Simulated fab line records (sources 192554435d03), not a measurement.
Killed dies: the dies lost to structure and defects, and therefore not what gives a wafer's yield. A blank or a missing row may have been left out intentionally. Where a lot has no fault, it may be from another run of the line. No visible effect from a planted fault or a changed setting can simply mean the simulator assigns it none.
Chamber matching | flow n5 finfet | N5_BEOL_M5_ETCH_72 on rie diel-02: 4 sister chambers
The step etches underlayer in N2/H2, target depth 6.5 nm, time 5.2 s. 14 wafers are shown with their chamber, then 7 later ones without.

WAFERS, EACH WITH ITS CHAMBER
wafer  | chamber | showerhead plenum p Torr (Torr) | drypump motor current A (A) | oes product au (a.u.)
L078.2 | 2       | 2.65                            | 6.1                         | 0.63
L078.3 | 0       | 2.63                            | 5.1                         | 0.63
L078.6 | 0       | 2.63                            | 5.1                         | 0.62
L084.1 | 1       | 2.59                            | 5.9                         | 0.74
L084.3 | 2       | 2.64                            | 6.1                         | 0.62
L084.5 | 3       | 2.34                            | 5.1                         | 0.66
L085.4 | 2       | 2.64                            | 6.1                         | 0.63
L085.5 | 3       | 2.34                            | 5.1                         | 0.65
L085.6 | 0       | 2.63                            | 5.1                         | 0.63
L082.2 | 0       | 2.63                            | 5.1                         | 0.63
L082.3 | 2       | 2.64                            | 6.1                         | 0.63
L082.6 | 0       | 2.63                            | 5.1                         | 0.62
L090.1 | 0       | 2.62                            | 5.1                         | 0.62
L090.4 | 1       | 2.59                            | 5.8                         | 0.74

SIGNATURES, as means of the wafers listed above
reading                  | chamber 0 | chamber 1 | chamber 2 | chamber 3 | scatter within a chamber
showerhead plenum p Torr | 2.6283    | 2.5900    | 2.6425    | 2.3400    | 0.00398
drypump motor current A  | 5.100     | 5.850     | 6.100     | 5.100     | 0.0224
oes product au           | 0.6250    | 0.7400    | 0.6275    | 0.6550    | 0.00524
Rule: for each reading, subtract the chamber's mean from the wafer's reading, divide by that reading's scatter and square the result; add these up over the readings and take the root, which gives the wafer's distance from the chamber. The wafer belongs to the nearest chamber; if the next one is less than 2 further off, it can't be placed. The scatter: take each reading less its chamber's mean, square it, sum over the shown wafers, divide by the number of wafers less the number of chambers, and take the root.

WAFERS WITHOUT THEIR CHAMBER
wafer  | showerhead plenum p Torr (Torr) | drypump motor current A (A) | oes product au (a.u.)
L090.6 | 2.59                            | 5.8                         | 0.75
L091.1 | 2.64                            | 6.1                         | 0.61
L091.2 | 2.62                            | 5.1                         | 0.62
L091.6 | 2.33                            | 5.2                         | 0.65
L094.2 | 2.33                            | 5.2                         | 0.66
L094.3 | 2.59                            | 5.8                         | 0.74
L094.6 | 2.33                            | 5.1                         | 0.65

CHAMBER TAKEN BY EACH
wafer  | from the rows above | in truth
L090.6 | 1                   | 1
L091.1 | 2                   | 2
L091.2 | 0                   | 0
L091.6 | 3                   | 3
L094.2 | 3                   | 3
L094.3 | 1                   | 1
L094.6 | 3                   | 3
Correctly placed: 7 of 7. Number that these rows cannot place: 0. Placed wrongly: 0.
